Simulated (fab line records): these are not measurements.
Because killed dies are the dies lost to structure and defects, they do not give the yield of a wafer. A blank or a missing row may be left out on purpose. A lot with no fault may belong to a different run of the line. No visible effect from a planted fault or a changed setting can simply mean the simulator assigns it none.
Chamber matching    flow nand-harc    NHARC_P_CONTACT_CMP_01 on cmp-03 has 4 sister chambers
The step polishes SiO2, target thk 200 nm. 4 wafers are shown with their chamber, then 7 later ones without.

EACH WAFER AND ITS CHAMBER
wafer   chamber  motor-current-A (A)
L264.5  1        12.9
L264.6  0        11.1
L268.1  2        12.2
L268.4  3        12.8

WAFERS MISSING THEIR CHAMBER
wafer   motor-current-A (A)
L268.5  13.5
L269.1  11.9
L269.4  13.4
L269.5  12.3
L267.1  12.5
L267.2  14.2
L267.3  12.3

THE CHAMBER EACH PASSED THROUGH
wafer   from the rows above                in truth
L268.5  can't be placed: 1 or 3 or 2       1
L269.1  can't be placed: 2 or 0 or 3 or 1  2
L269.4  can't be placed: 1 or 3 or 2       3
L269.5  can't be placed: 2 or 3 or 1 or 0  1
L267.1  can't be placed: 2 or 3 or 1 or 0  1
L267.2  can't be placed: 1 or 3 or 2       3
L267.3  can't be placed: 2 or 3 or 1 or 0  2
Placed correctly: 0 of 7. Unplaceable from these rows: 7, with the true chamber sitting among the candidates in 7. Wrongly placed: 0.
How it was worked out, from the rows above alone: a wafer's distance from a chamber is the root of the sum, over the readings, of the square of ((its reading less the chamber's mean) divided by the reading's scatter). If the next closest chamber is less than 2 further off than the closest, the wafer can't be placed; otherwise it belongs to the closest. For every chamber, the mean is computed from those of its wafers that are shown. The scatter: root of mean squared gap, hidden wafer to nearest shown wafer, with one shown wafer a chamber.
